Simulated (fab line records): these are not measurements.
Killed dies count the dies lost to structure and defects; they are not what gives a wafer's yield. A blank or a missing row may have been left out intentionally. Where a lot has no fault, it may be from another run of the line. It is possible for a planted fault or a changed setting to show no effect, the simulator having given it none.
The tool behind it: which one? :: flow n5Finfet :: 24 lots, 72 wafers sampled, at 6 steps of a route of 1938

WHAT THE GAUGES READ, wafer by wafer
N5_BEOL_M12_CD_MEAS_17 targets a cd of 140 nm.
lot: L074
measured: day 10 18:20
on: cdSem-01
cdNm (nm): 141.3 140.9 142.9

lot: L075
measured: day 11 06:38
on: cdSem-01
cdNm (nm): 140.3 140.3 137.8

lot: L077
measured: day 11 08:29
on: cdSem-01
cdNm (nm): 140.2 141.8 142.1

lot: L079
measured: day 11 08:39
on: cdSem-02
cdNm (nm): 139.2 140.0 141.4

lot: L076
measured: day 11 13:27
on: cdSem-02
cdNm (nm): 139.7 141.4 139.8

lot: L078
measured: day 11 14:37
on: cdSem-02
cdNm (nm): 139.2 139.4 138.5

lot: L080
measured: day 12 08:46
on: cdSem-02
cdNm (nm): 141.6 140.2 142.0

lot: L082
measured: day 12 14:52
on: cdSem-03
cdNm (nm): 139.5 141.7 143.5

lot: L081
measured: day 12 17:50
on: cdSem-03
cdNm (nm): 141.6 142.2 140.2

lot: L083
measured: day 12 23:07
on: cdSem-03
cdNm (nm): 140.9 140.6 140.5

lot: L085
measured: day 13 10:55
on: cdSem-03
cdNm (nm): 138.2 135.6 137.6

lot: L086
measured: day 13 18:38
on: cdSem-03
cdNm (nm): 140.6 139.4 141.0

lot: L084
measured: day 14 02:36
on: cdSem-03
cdNm (nm): 137.3 139.2 138.3

lot: L088
measured: day 14 03:10
on: cdSem-03
cdNm (nm): 141.2 141.5 141.2

lot: L087
measured: day 14 10:14
on: cdSem-01
cdNm (nm): 137.4 138.8 141.6

lot: L089
measured: day 14 11:51
on: cdSem-02
cdNm (nm): 139.6 141.2 141.4

lot: L091
measured: day 14 20:15
on: cdSem-03
cdNm (nm): 141.2 142.3 140.5

lot: L090
measured: day 14 22:32
on: cdSem-03
cdNm (nm): 139.2 138.5 139.1

lot: L093
measured: day 15 07:01
on: cdSem-03
cdNm (nm): 140.1 139.7 141.5

lot: L092
measured: day 15 14:53
on: cdSem-01
cdNm (nm): 140.2 138.3 138.2

lot: L094
measured: day 16 01:16
on: cdSem-02
cdNm (nm): 140.3 141.2 142.0

lot: L095
measured: day 16 04:21
on: cdSem-03
cdNm (nm): 141.3 143.1 143.1

lot: L096
measured: day 16 11:47
on: cdSem-03
cdNm (nm): 137.5 139.9 139.6

lot: L097
measured: day 16 16:38
on: cdSem-01
cdNm (nm): 142.4 143.6 141.3

N5_BEOL_M12_INSPECT_55: inspects for defects (darkfield).
lot: L074
measured: day 11 00:07
on: defectInspect-01
rawDefectCount: 50 63 66

lot: L075
measured: day 11 09:56
on: defectInspect-01
rawDefectCount: 62 46 38

lot: L077
measured: day 11 12:19
on: defectInspect-01
rawDefectCount: 75 102 63

lot: L079
measured: day 11 12:55
on: defectInspect-01
rawDefectCount: 90 98 69

lot: L076
measured: day 11 18:43
on: defectInspect-01
rawDefectCount: 75 86 74

lot: L078
measured: day 11 21:01
on: defectInspect-01
rawDefectCount: 62 58 83

lot: L080
measured: day 12 13:06
on: defectInspect-02
rawDefectCount: 62 72 66

lot: L082
measured: day 12 17:31
on: defectInspect-02
rawDefectCount: 81 59 67

lot: L081
measured: day 12 21:13
on: defectInspect-02
rawDefectCount: 147 78 124

lot: L083
measured: day 13 02:24
on: defectInspect-01
rawDefectCount: 92 72 58

lot: L085
measured: day 13 15:05
on: defectInspect-02
rawDefectCount: 80 64 50

lot: L086
measured: day 13 22:21
on: defectInspect-01
rawDefectCount: 99 54 81

lot: L084
measured: day 14 07:25
on: defectInspect-02
rawDefectCount: 86 46 30

lot: L088
measured: day 14 07:40
on: defectInspect-02
rawDefectCount: 53 60 47

lot: L087
measured: day 14 17:02
on: defectInspect-02
rawDefectCount: 66 57 63

lot: L089
measured: day 14 22:49
on: defectInspect-01
rawDefectCount: 49 96 54

lot: L091
measured: day 15 02:28
on: defectInspect-02
rawDefectCount: 78 52 51

lot: L090
measured: day 15 02:39
on: defectInspect-01
rawDefectCount: 84 53 47

lot: L093
measured: day 15 10:30
on: defectInspect-01
rawDefectCount: 90 86 78

lot: L092
measured: day 15 18:45
on: defectInspect-01
rawDefectCount: 48 60 58

lot: L094
measured: day 16 07:10
on: defectInspect-01
rawDefectCount: 48 67 56

lot: L095
measured: day 16 07:53
on: defectInspect-02
rawDefectCount: 57 32 56

lot: L096
measured: day 16 16:53
on: defectInspect-02
rawDefectCount: 61 38 80

lot: L097
measured: day 16 21:34
on: defectInspect-02
rawDefectCount: 44 64 64

EACH LOT AND THE TOOL THAT RAN IT (in order: tool; ch and the chambers of the sampled wafers; start)
lot: L074
N5_BEOL_M11_ETCH_41: rieDiel-01 ch 0,2,3, day 10 14:52 or earlier
N5_BEOL_M11_DEGAS_44: pvdSputter-01, day 10 14:52
N5_BEOL_M11_ALD_74: aldMetal-03 ch 0,2,3, day 10 14:58
N5_BEOL_M12_VIA_ETCH_16: rieDiel-06 ch 0,1,2, day 10 17:55

lot: L075
N5_BEOL_M11_ETCH_41: rieDiel-01 ch 0,3, day 11 03:02 or earlier
N5_BEOL_M11_DEGAS_44: pvdSputter-03, day 11 03:02
N5_BEOL_M11_ALD_74: aldMetal-02 ch 0,1,2, day 11 03:18
N5_BEOL_M12_VIA_ETCH_16: rieDiel-05 ch 1,3, day 11 06:14

lot: L077
N5_BEOL_M11_ETCH_41: rieDiel-03 ch 2,3, day 11 05:40 or earlier
N5_BEOL_M11_DEGAS_44: pvdSputter-03, day 11 05:40
N5_BEOL_M11_ALD_74: aldMetal-04 ch 0,1,3, day 11 05:46
N5_BEOL_M12_VIA_ETCH_16: rieDiel-05 ch 0,2,3, day 11 08:05

lot: L079
N5_BEOL_M11_ETCH_41: rieDiel-01 ch 0,3, day 11 05:45 or earlier
N5_BEOL_M11_DEGAS_44: pvdSputter-03, day 11 05:45
N5_BEOL_M11_ALD_74: aldMetal-03 ch 1,2, day 11 05:52
N5_BEOL_M12_VIA_ETCH_16: rieDiel-04 ch 1,2,3, day 11 08:14

lot: L076
N5_BEOL_M11_ETCH_41: rieDiel-01 ch 0,2,3, day 11 10:06 or earlier
N5_BEOL_M11_DEGAS_44: pvdSputter-01, day 11 10:06
N5_BEOL_M11_ALD_74: aldMetal-02 ch 0,2,3, day 11 10:19
N5_BEOL_M12_VIA_ETCH_16: rieDiel-04 ch 0,3, day 11 13:03

lot: L078
N5_BEOL_M11_ETCH_41: rieDiel-01 ch 2,3, day 11 10:54 or earlier
N5_BEOL_M11_DEGAS_44: pvdSputter-02, day 11 10:54
N5_BEOL_M11_ALD_74: aldMetal-02 ch 0,1, day 11 11:02
N5_BEOL_M12_VIA_ETCH_16: rieDiel-06 ch 1,2,3, day 11 14:13

lot: L080
N5_BEOL_M11_ETCH_41: rieDiel-03 ch 0,1,2, day 12 04:29 or earlier
N5_BEOL_M11_DEGAS_44: pvdSputter-03, day 12 04:29
N5_BEOL_M11_ALD_74: aldMetal-02 ch 0,1,2, day 12 04:35
N5_BEOL_M12_VIA_ETCH_16: rieDiel-05 ch 2,3, day 12 08:22

lot: L082
N5_BEOL_M11_ETCH_41: rieDiel-01 ch 1,2,3, day 12 11:21 or earlier
N5_BEOL_M11_DEGAS_44: pvdSputter-03, day 12 11:21
N5_BEOL_M11_ALD_74: aldMetal-02 ch 2,3, day 12 11:28
N5_BEOL_M12_VIA_ETCH_16: rieDiel-04 ch 0,1,2, day 12 14:26

lot: L081
N5_BEOL_M11_ETCH_41: rieDiel-01 ch 0,3, day 12 14:05 or earlier
N5_BEOL_M11_DEGAS_44: pvdSputter-01, day 12 14:05
N5_BEOL_M11_ALD_74: aldMetal-02 ch 0,1,3, day 12 14:21
N5_BEOL_M12_VIA_ETCH_16: rieDiel-06 ch 2,3, day 12 17:25

lot: L083
N5_BEOL_M11_ETCH_41: rieDiel-02 ch 0,1,2, day 12 19:49 or earlier
N5_BEOL_M11_DEGAS_44: pvdSputter-01, day 12 19:49
N5_BEOL_M11_ALD_74: aldMetal-04 ch 0,2, day 12 20:09
N5_BEOL_M12_VIA_ETCH_16: rieDiel-05 ch 1,2,3, day 12 22:43

lot: L085
N5_BEOL_M11_ETCH_41: rieDiel-02 ch 0,3, day 13 08:06 or earlier
N5_BEOL_M11_DEGAS_44: pvdSputter-01, day 13 08:06
N5_BEOL_M11_ALD_74: aldMetal-02 ch 0,2,3, day 13 08:12
N5_BEOL_M12_VIA_ETCH_16: rieDiel-05 ch 0,1,3, day 13 10:30

lot: L086
N5_BEOL_M11_ETCH_41: rieDiel-02 ch 0,1, day 13 15:29 or earlier
N5_BEOL_M11_DEGAS_44: pvdSputter-01, day 13 15:29
N5_BEOL_M11_ALD_74: aldMetal-03 ch 0,1,2, day 13 15:38
N5_BEOL_M12_VIA_ETCH_16: rieDiel-05 ch 0,2,3, day 13 18:13

lot: L084
N5_BEOL_M11_ETCH_41: rieDiel-02 ch 0,1,3, day 13 21:40 or earlier
N5_BEOL_M11_DEGAS_44: pvdSputter-01, day 13 21:40
N5_BEOL_M11_ALD_74: aldMetal-04 ch 0,2,3, day 13 21:49
N5_BEOL_M12_VIA_ETCH_16: rieDiel-05 ch 2,3, day 14 02:11

lot: L088
N5_BEOL_M11_ETCH_41: rieDiel-03 ch 0,2,3, day 14 00:16 or earlier
N5_BEOL_M11_DEGAS_44: pvdSputter-03, day 14 00:16
N5_BEOL_M11_ALD_74: aldMetal-02 ch 0,3, day 14 00:22
N5_BEOL_M12_VIA_ETCH_16: rieDiel-05 ch 0,2,3, day 14 02:45

lot: L087
N5_BEOL_M11_ETCH_41: rieDiel-03 ch 0,2,3, day 14 05:49 or earlier
N5_BEOL_M11_DEGAS_44: pvdSputter-03, day 14 05:49
N5_BEOL_M11_ALD_74: aldMetal-03 ch 0,1,3, day 14 06:06
N5_BEOL_M12_VIA_ETCH_16: rieDiel-04 ch 1,2,3, day 14 09:49

lot: L089
N5_BEOL_M11_ETCH_41: rieDiel-01 ch 1,3, day 14 08:38 or earlier
N5_BEOL_M11_DEGAS_44: pvdSputter-01, day 14 08:38
N5_BEOL_M11_ALD_74: aldMetal-02 ch 1,2,3, day 14 08:44
N5_BEOL_M12_VIA_ETCH_16: rieDiel-05 ch 0,3, day 14 11:26

lot: L091
N5_BEOL_M11_ETCH_41: rieDiel-03 ch 0,2,3, day 14 15:40 or earlier
N5_BEOL_M11_DEGAS_44: pvdSputter-01, day 14 15:40
N5_BEOL_M11_ALD_74: aldMetal-02 ch 1,2,3, day 14 16:00
N5_BEOL_M12_VIA_ETCH_16: rieDiel-06 ch 0,1,2, day 14 19:50

lot: L090
N5_BEOL_M11_ETCH_41: rieDiel-02 ch 0,1,2, day 14 19:23 or earlier
N5_BEOL_M11_DEGAS_44: pvdSputter-02, day 14 19:23
N5_BEOL_M11_ALD_74: aldMetal-03 ch 0,1,2, day 14 19:30
N5_BEOL_M12_VIA_ETCH_16: rieDiel-05 ch 1,2, day 14 22:08

lot: L093
N5_BEOL_M11_ETCH_41: rieDiel-01 ch 0,1,3, day 15 04:01 or earlier
N5_BEOL_M11_DEGAS_44: pvdSputter-01, day 15 04:01
N5_BEOL_M11_ALD_74: aldMetal-04 ch 0,1,2, day 15 04:07
N5_BEOL_M12_VIA_ETCH_16: rieDiel-04 ch 0,1, day 15 06:37

lot: L092
N5_BEOL_M11_ETCH_41: rieDiel-02 ch 1,3, day 15 11:14 or earlier
N5_BEOL_M11_DEGAS_44: pvdSputter-02, day 15 11:14
N5_BEOL_M11_ALD_74: aldMetal-03 ch 0,3, day 15 11:21
N5_BEOL_M12_VIA_ETCH_16: rieDiel-05 ch 1,2,3, day 15 14:28

lot: L094
N5_BEOL_M11_ETCH_41: rieDiel-02 ch 0,1,2, day 15 22:30 or earlier
N5_BEOL_M11_DEGAS_44: pvdSputter-03, day 15 22:30
N5_BEOL_M11_ALD_74: aldMetal-03 ch 0,1,2, day 15 22:36
N5_BEOL_M12_VIA_ETCH_16: rieDiel-06 ch 0,1,2, day 16 00:51

lot: L095
N5_BEOL_M11_ETCH_41: rieDiel-02 ch 1,2,3, day 16 00:38 or earlier
N5_BEOL_M11_DEGAS_44: pvdSputter-02, day 16 00:38
N5_BEOL_M11_ALD_74: aldMetal-02 ch 0,1, day 16 00:46
N5_BEOL_M12_VIA_ETCH_16: rieDiel-05 ch 0,1,2, day 16 03:56

lot: L096
N5_BEOL_M11_ETCH_41: rieDiel-03 ch 1,2, day 16 08:29 or earlier
N5_BEOL_M11_DEGAS_44: pvdSputter-03, day 16 08:29
N5_BEOL_M11_ALD_74: aldMetal-03 ch 1,2, day 16 08:35
N5_BEOL_M12_VIA_ETCH_16: rieDiel-05 ch 0,1,2, day 16 11:23

lot: L097
N5_BEOL_M11_ETCH_41: rieDiel-01 ch 2,3, day 16 13:34 or earlier
N5_BEOL_M11_DEGAS_44: pvdSputter-01, day 16 13:34
N5_BEOL_M11_ALD_74: aldMetal-02 ch 0,3, day 16 13:46
N5_BEOL_M12_VIA_ETCH_16: rieDiel-04 ch 1,2,3, day 16 16:13
- N5_BEOL_M11_ETCH_41: etches SiCN in CH3F/O2, target depth 42.6 nm, time 86 s.
- N5_BEOL_M11_DEGAS_44: time 60 s.
- N5_BEOL_M11_ALD_74: deposits TaN, target thk 2 nm, pulse time 2 s, purge time 3 s.
- N5_BEOL_M12_VIA_ETCH_16: etches SiOC in C4F8/O2/Ar, target depth 724.8 nm.

WHAT THE TOOLS THEMSELVES READ (means of the sampled wafers that have a number; where no wafer has one, the mark that the record gives instead)
N5_BEOL_M11_ETCH_41.
lot: L074
tool: rieDiel-01
drypumpMotorCurrentA (A): 5.4
oesProductAu (a.u.): 0.84
rfVppV (V): 298.1
showerheadPlenumPTorr (Torr): 2.03
throttleValvePct (%): 16.23

lot: L075
tool: rieDiel-01
drypumpMotorCurrentA (A): 5.7
oesProductAu (a.u.): 0.84
rfVppV (V): 298.7
showerheadPlenumPTorr (Torr): 2.09
throttleValvePct (%): 16.36

lot: L077
tool: rieDiel-03
drypumpMotorCurrentA (A): 6.2
oesProductAu (a.u.): 0.86
rfVppV (V): 299.4
showerheadPlenumPTorr (Torr): 2.09
throttleValvePct (%): 16.16

lot: L079
tool: rieDiel-01
drypumpMotorCurrentA (A): 5.7
oesProductAu (a.u.): 0.83
rfVppV (V): 299.2
showerheadPlenumPTorr (Torr): 2.09
throttleValvePct (%): 16.35

lot: L076
tool: rieDiel-01
drypumpMotorCurrentA (A): 5.4
oesProductAu (a.u.): 0.83
rfVppV (V): 297.7
showerheadPlenumPTorr (Torr): 2.03
throttleValvePct (%): 16.23

lot: L078
tool: rieDiel-01
drypumpMotorCurrentA (A): 5.3
oesProductAu (a.u.): 0.84
rfVppV (V): 296.8
showerheadPlenumPTorr (Torr): 2.00
throttleValvePct (%): 16.16

lot: L080
tool: rieDiel-03
drypumpMotorCurrentA (A): 6.2
oesProductAu (a.u.): 0.81
rfVppV (V): 298.0
showerheadPlenumPTorr (Torr): 2.04
throttleValvePct (%): 16.15

lot: L082
tool: rieDiel-01
drypumpMotorCurrentA (A): 5.3
oesProductAu (a.u.): 0.80
rfVppV (V): 297.0
showerheadPlenumPTorr (Torr): 1.99
throttleValvePct (%): 16.21

lot: L081
tool: rieDiel-01
drypumpMotorCurrentA (A): 5.7
oesProductAu (a.u.): 0.82
rfVppV (V): 299.3
showerheadPlenumPTorr (Torr): 2.08
throttleValvePct (%): 16.37

lot: L083
tool: rieDiel-02
drypumpMotorCurrentA (A): 5.7
oesProductAu (a.u.): 0.81
rfVppV (V): 297.4
showerheadPlenumPTorr (Torr): 1.99
throttleValvePct (%): 16.27

lot: L085
tool: rieDiel-02
drypumpMotorCurrentA (A): 5.3
oesProductAu (a.u.): 0.88
rfVppV (V): 298.5
showerheadPlenumPTorr (Torr): 2.05
throttleValvePct (%): 16.08

lot: L086
tool: rieDiel-02
drypumpMotorCurrentA (A): 5.9
oesProductAu (a.u.): 0.84
rfVppV (V): 297.7
showerheadPlenumPTorr (Torr): 1.99
throttleValvePct (%): 16.27

lot: L084
tool: rieDiel-02
drypumpMotorCurrentA (A): 5.6
oesProductAu (a.u.): 0.86
rfVppV (V): 298.1
showerheadPlenumPTorr (Torr): 2.02
throttleValvePct (%): 16.18

lot: L088
tool: rieDiel-03
drypumpMotorCurrentA (A): 6.0
oesProductAu (a.u.): 0.85
rfVppV (V): 298.3
showerheadPlenumPTorr (Torr): 2.03
throttleValvePct (%): 16.08

lot: L087
tool: rieDiel-03
drypumpMotorCurrentA (A): 5.9
oesProductAu (a.u.): 0.85
rfVppV (V): 297.3
showerheadPlenumPTorr (Torr): 2.03
throttleValvePct (%): 16.08

lot: L089
tool: rieDiel-01
drypumpMotorCurrentA (A): 5.6
oesProductAu (a.u.): 0.79
rfVppV (V): 297.6
showerheadPlenumPTorr (Torr): 2.02
throttleValvePct (%): 16.29

lot: L091
tool: rieDiel-03
drypumpMotorCurrentA (A): 5.9
oesProductAu (a.u.): 0.84
rfVppV (V): 297.8
showerheadPlenumPTorr (Torr): 2.03
throttleValvePct (%): 16.09

lot: L090
tool: rieDiel-02
drypumpMotorCurrentA (A): 5.6
oesProductAu (a.u.): 0.80
rfVppV (V): 297.4
showerheadPlenumPTorr (Torr): 1.98
throttleValvePct (%): 16.29

lot: L093
tool: rieDiel-01
drypumpMotorCurrentA (A): 5.7
oesProductAu (a.u.): 0.78
rfVppV (V): 299.0
showerheadPlenumPTorr (Torr): 2.04
throttleValvePct (%): 16.36

lot: L092
tool: rieDiel-02
drypumpMotorCurrentA (A): 5.5
oesProductAu (a.u.): 0.89
rfVppV (V): 296.7
showerheadPlenumPTorr (Torr): 1.99
throttleValvePct (%): 16.32

lot: L094
tool: rieDiel-02
drypumpMotorCurrentA (A): 5.7
oesProductAu (a.u.): 0.78
rfVppV (V): 296.2
showerheadPlenumPTorr (Torr): 1.98
throttleValvePct (%): 16.30

lot: L095
tool: rieDiel-02
drypumpMotorCurrentA (A): 5.3
oesProductAu (a.u.): 0.85
rfVppV (V): 297.1
showerheadPlenumPTorr (Torr): 1.98
throttleValvePct (%): 16.33

lot: L096
tool: rieDiel-03
drypumpMotorCurrentA (A): 6.5
oesProductAu (a.u.): 0.91
rfVppV (V): 299.1
showerheadPlenumPTorr (Torr): 2.07
throttleValvePct (%): 16.08

lot: L097
tool: rieDiel-01
drypumpMotorCurrentA (A): 5.0
oesProductAu (a.u.): 0.79
rfVppV (V): 296.1
showerheadPlenumPTorr (Torr): 1.95
throttleValvePct (%): 16.19

N5_BEOL_M11_DEGAS_44.
lot: L074
tool: pvdSputter-01
heaterPowerW (W): 341

lot: L075
tool: pvdSputter-03
heaterPowerW (W): 353

lot: L077
tool: pvdSputter-03
heaterPowerW (W): 333

lot: L079
tool: pvdSputter-03
heaterPowerW (W): 339

lot: L076
tool: pvdSputter-01
heaterPowerW (W): 336

lot: L078
tool: pvdSputter-02
heaterPowerW (W): 288

lot: L080
tool: pvdSputter-03
heaterPowerW (W): 316

lot: L082
tool: pvdSputter-03
heaterPowerW (W): 340

lot: L081
tool: pvdSputter-01
heaterPowerW (W): 370

lot: L083
tool: pvdSputter-01
heaterPowerW (W): 365

lot: L085
tool: pvdSputter-01
heaterPowerW (W): 360

lot: L086
tool: pvdSputter-01
heaterPowerW (W): 388

lot: L084
tool: pvdSputter-01
heaterPowerW (W): 386

lot: L088
tool: pvdSputter-03
heaterPowerW (W): 323

lot: L087
tool: pvdSputter-03
heaterPowerW (W): 354

lot: L089
tool: pvdSputter-01
heaterPowerW (W): 332

lot: L091
tool: pvdSputter-01
heaterPowerW (W): 343

lot: L090
tool: pvdSputter-02
heaterPowerW (W): 329

lot: L093
tool: pvdSputter-01
heaterPowerW (W): 380

lot: L092
tool: pvdSputter-02
heaterPowerW (W): 347

lot: L094
tool: pvdSputter-03
heaterPowerW (W): 352

lot: L095
tool: pvdSputter-02
heaterPowerW (W): 303

lot: L096
tool: pvdSputter-03
heaterPowerW (W): 316

lot: L097
tool: pvdSputter-01
heaterPowerW (W): 361

N5_BEOL_M11_ALD_74.
lot: L074
tool: aldMetal-03
heaterPowerW (W): 423
precursorVesselPressureTorr (Torr): 26.28
precursorVesselTempC (C): 75.06

lot: L075
tool: aldMetal-02
heaterPowerW (W): 451
precursorVesselPressureTorr (Torr): 26.23
precursorVesselTempC (C): 74.98

lot: L077
tool: aldMetal-04
heaterPowerW (W): 387
precursorVesselPressureTorr (Torr): 26.23
precursorVesselTempC (C): 74.98

lot: L079
tool: aldMetal-03
heaterPowerW (W): 391
precursorVesselPressureTorr (Torr): 26.26
precursorVesselTempC (C): 75.10

lot: L076
tool: aldMetal-02
heaterPowerW (W): 468
precursorVesselPressureTorr (Torr): 26.23
precursorVesselTempC (C): 75.14

lot: L078
tool: aldMetal-02
heaterPowerW (W): 410
precursorVesselPressureTorr (Torr): 26.24
precursorVesselTempC (C): 75.06

lot: L080
tool: aldMetal-02
heaterPowerW (W): 446
precursorVesselPressureTorr (Torr): 26.29
precursorVesselTempC (C): 74.89

lot: L082
tool: aldMetal-02
heaterPowerW (W): 472
precursorVesselPressureTorr (Torr): 26.27
precursorVesselTempC (C): 74.93

lot: L081
tool: aldMetal-02
heaterPowerW (W): 411
precursorVesselPressureTorr (Torr): 26.24
precursorVesselTempC (C): 75.04

lot: L083
tool: aldMetal-04
heaterPowerW (W): 434
precursorVesselPressureTorr (Torr): 26.24
precursorVesselTempC (C): 74.94

lot: L085
tool: aldMetal-02
heaterPowerW (W): 464
precursorVesselPressureTorr (Torr): 26.23
precursorVesselTempC (C): 74.94

lot: L086
tool: aldMetal-03
heaterPowerW (W): 399
precursorVesselPressureTorr (Torr): 26.30
precursorVesselTempC (C): 75.05

lot: L084
tool: aldMetal-04
heaterPowerW (W): 425
precursorVesselPressureTorr (Torr): 26.30
precursorVesselTempC (C): 75.00

lot: L088
tool: aldMetal-02
heaterPowerW (W): 433
precursorVesselPressureTorr (Torr): 26.25
precursorVesselTempC (C): 75.14

lot: L087
tool: aldMetal-03
heaterPowerW (W): 433
precursorVesselPressureTorr (Torr): 26.21
precursorVesselTempC (C): 75.01

lot: L089
tool: aldMetal-02
heaterPowerW (W): 451
precursorVesselPressureTorr (Torr): 26.27
precursorVesselTempC (C): 75.08

lot: L091
tool: aldMetal-02
heaterPowerW (W): 448
precursorVesselPressureTorr (Torr): 26.25
precursorVesselTempC (C): 75.17

lot: L090
tool: aldMetal-03
heaterPowerW (W): 391
precursorVesselPressureTorr (Torr): 26.26
precursorVesselTempC (C): 75.08

lot: L093
tool: aldMetal-04
heaterPowerW (W): 424
precursorVesselPressureTorr (Torr): 26.21
precursorVesselTempC (C): 75.01

lot: L092
tool: aldMetal-03
heaterPowerW (W): 462
precursorVesselPressureTorr (Torr): 26.27
precursorVesselTempC (C): 74.98

lot: L094
tool: aldMetal-03
heaterPowerW (W): 391
precursorVesselPressureTorr (Torr): 26.26
precursorVesselTempC (C): 75.09

lot: L095
tool: aldMetal-02
heaterPowerW (W): 411
precursorVesselPressureTorr (Torr): 26.24
precursorVesselTempC (C): 75.10

lot: L096
tool: aldMetal-03
heaterPowerW (W): 377
precursorVesselPressureTorr (Torr): 26.23
precursorVesselTempC (C): 75.06

lot: L097
tool: aldMetal-02
heaterPowerW (W): 436
precursorVesselPressureTorr (Torr): 26.22
precursorVesselTempC (C): 74.98

N5_BEOL_M12_VIA_ETCH_16.
lot: L074
tool: rieDiel-06
C4F8_flow_sccm (sccm): 14.99
drypumpMotorCurrentA (A): 6.0
oesProductAu (a.u.): 0.70
rfVppV (V): 666.4
showerheadPlenumPTorr (Torr): 3.42
throttleValvePct (%): 24.11

lot: L075
tool: rieDiel-05
C4F8_flow_sccm (sccm): 15.00
drypumpMotorCurrentA (A): 5.8
oesProductAu (a.u.): 0.73
rfVppV (V): 667.4
showerheadPlenumPTorr (Torr): 3.48
throttleValvePct (%): 24.00

lot: L077
tool: rieDiel-05
C4F8_flow_sccm (sccm): 15.00
drypumpMotorCurrentA (A): 5.6
oesProductAu (a.u.): 0.82
rfVppV (V): 667.2
showerheadPlenumPTorr (Torr): 3.48
throttleValvePct (%): 23.94

lot: L079
tool: rieDiel-04
C4F8_flow_sccm (sccm): 14.98
drypumpMotorCurrentA (A): 5.8
oesProductAu (a.u.): 0.75
rfVppV (V): 665.8
showerheadPlenumPTorr (Torr): 3.46
throttleValvePct (%): 24.02

lot: L076
tool: rieDiel-04
C4F8_flow_sccm (sccm): 14.97
drypumpMotorCurrentA (A): 5.5
oesProductAu (a.u.): 0.78
rfVppV (V): 666.9
showerheadPlenumPTorr (Torr): 3.47
throttleValvePct (%): 24.05

lot: L078
tool: rieDiel-06
C4F8_flow_sccm (sccm): 15.02
drypumpMotorCurrentA (A): 6.2
oesProductAu (a.u.): 0.78
rfVppV (V): 667.4
showerheadPlenumPTorr (Torr): 3.49
throttleValvePct (%): 23.95

lot: L080
tool: rieDiel-05
C4F8_flow_sccm (sccm): 14.99
drypumpMotorCurrentA (A): 5.8
oesProductAu (a.u.): 0.80
rfVppV (V): 665.8
showerheadPlenumPTorr (Torr): 3.42
throttleValvePct (%): 23.72

lot: L082
tool: rieDiel-04
C4F8_flow_sccm (sccm): 15.04
drypumpMotorCurrentA (A): 5.8
oesProductAu (a.u.): 0.73
rfVppV (V): 665.4
showerheadPlenumPTorr (Torr): 3.45
throttleValvePct (%): 24.13

lot: L081
tool: rieDiel-06
C4F8_flow_sccm (sccm): 14.99
drypumpMotorCurrentA (A): 6.0
oesProductAu (a.u.): 0.73
rfVppV (V): 663.7
showerheadPlenumPTorr (Torr): 3.39
throttleValvePct (%): 23.99

lot: L083
tool: rieDiel-05
C4F8_flow_sccm (sccm): 14.99
drypumpMotorCurrentA (A): 5.8
oesProductAu (a.u.): 0.75
rfVppV (V): 665.8
showerheadPlenumPTorr (Torr): 3.45
throttleValvePct (%): 23.87

lot: L085
tool: rieDiel-05
C4F8_flow_sccm (sccm): 14.99
drypumpMotorCurrentA (A): 5.6
oesProductAu (a.u.): 0.73
rfVppV (V): 667.7
showerheadPlenumPTorr (Torr): 3.49
throttleValvePct (%): 24.09

lot: L086
tool: rieDiel-05
C4F8_flow_sccm (sccm): 15.03
drypumpMotorCurrentA (A): 5.6
oesProductAu (a.u.): 0.77
rfVppV (V): 667.5
showerheadPlenumPTorr (Torr): 3.47
throttleValvePct (%): 23.96

lot: L084
tool: rieDiel-05
C4F8_flow_sccm (sccm): 14.99
drypumpMotorCurrentA (A): 5.9
oesProductAu (a.u.): 0.79
rfVppV (V): 665.0
showerheadPlenumPTorr (Torr): 3.38
throttleValvePct (%): 23.88

lot: L088
tool: rieDiel-05
C4F8_flow_sccm (sccm): 15.04
drypumpMotorCurrentA (A): 5.6
oesProductAu (a.u.): 0.77
rfVppV (V): 666.8
showerheadPlenumPTorr (Torr): 3.46
throttleValvePct (%): 23.96

lot: L087
tool: rieDiel-04
C4F8_flow_sccm (sccm): 14.98
drypumpMotorCurrentA (A): 5.8
oesProductAu (a.u.): 0.72
rfVppV (V): 666.2
showerheadPlenumPTorr (Torr): 3.44
throttleValvePct (%): 24.06

lot: L089
tool: rieDiel-05
C4F8_flow_sccm (sccm): 14.99
drypumpMotorCurrentA (A): 5.6
oesProductAu (a.u.): 0.78
rfVppV (V): 665.9
showerheadPlenumPTorr (Torr): 3.43
throttleValvePct (%): 24.11

lot: L091
tool: rieDiel-06
C4F8_flow_sccm (sccm): 15.01
drypumpMotorCurrentA (A): 6.0
oesProductAu (a.u.): 0.68
rfVppV (V): 664.4
showerheadPlenumPTorr (Torr): 3.40
throttleValvePct (%): 24.14

lot: L090
tool: rieDiel-05
C4F8_flow_sccm (sccm): 15.00
drypumpMotorCurrentA (A): 5.7
oesProductAu (a.u.): 0.67
rfVppV (V): 667.6
showerheadPlenumPTorr (Torr): 3.50
throttleValvePct (%): 23.89

lot: L093
tool: rieDiel-04
C4F8_flow_sccm (sccm): 14.99
drypumpMotorCurrentA (A): 5.8
oesProductAu (a.u.): 0.71
rfVppV (V): 666.1
showerheadPlenumPTorr (Torr): 3.44
throttleValvePct (%): 23.96

lot: L092
tool: rieDiel-05
C4F8_flow_sccm (sccm): 14.95
drypumpMotorCurrentA (A): 5.8
oesProductAu (a.u.): 0.72
rfVppV (V): 666.2
showerheadPlenumPTorr (Torr): 3.43
throttleValvePct (%): 23.90

lot: L094
tool: rieDiel-06
C4F8_flow_sccm (sccm): 14.97
drypumpMotorCurrentA (A): 6.0
oesProductAu (a.u.): 0.67
rfVppV (V): 664.7
showerheadPlenumPTorr (Torr): 3.40
throttleValvePct (%): 24.16

lot: L095
tool: rieDiel-05
C4F8_flow_sccm (sccm): 14.98
drypumpMotorCurrentA (A): 5.5
oesProductAu (a.u.): 0.69
rfVppV (V): 667.9
showerheadPlenumPTorr (Torr): 3.51
throttleValvePct (%): 23.98

lot: L096
tool: rieDiel-05
C4F8_flow_sccm (sccm): 14.98
drypumpMotorCurrentA (A): 5.5
oesProductAu (a.u.): 0.68
rfVppV (V): 668.8
showerheadPlenumPTorr (Torr): 3.51
throttleValvePct (%): 23.99

lot: L097
tool: rieDiel-04
C4F8_flow_sccm (sccm): 15.00
drypumpMotorCurrentA (A): 5.8
oesProductAu (a.u.): 0.70
rfVppV (V): 665.3
showerheadPlenumPTorr (Torr): 3.43
throttleValvePct (%): 24.09

THE ANSWER, worked out from the rows above alone
Rule: usual is defined by the lots themselves. The widest of any qualifying gaps counts: lots, ordered by their means at a reading, are off when they make up no more than a third of the lots, leave a main group of 4 or more, and stand apart from it by 3 or more times the standard deviation of that group's means. A main group is skipped when, at the precision printed for the reading in the tables above, its means are all equal. Also off: a lot with no number at a reading for which 4 or more lots have one. The other lots that the step has rows for count as sound. First the gauges in route order, then the tools' own readings, where a lot's mean is used as printed above. The first step at which some lot is off is used, and at that step the reading that is off furthest; a lot without a number counts as furthest.
Nothing can be told from this: no lot is off at any reading shown.

WHAT THE SIMULATOR PUT IN
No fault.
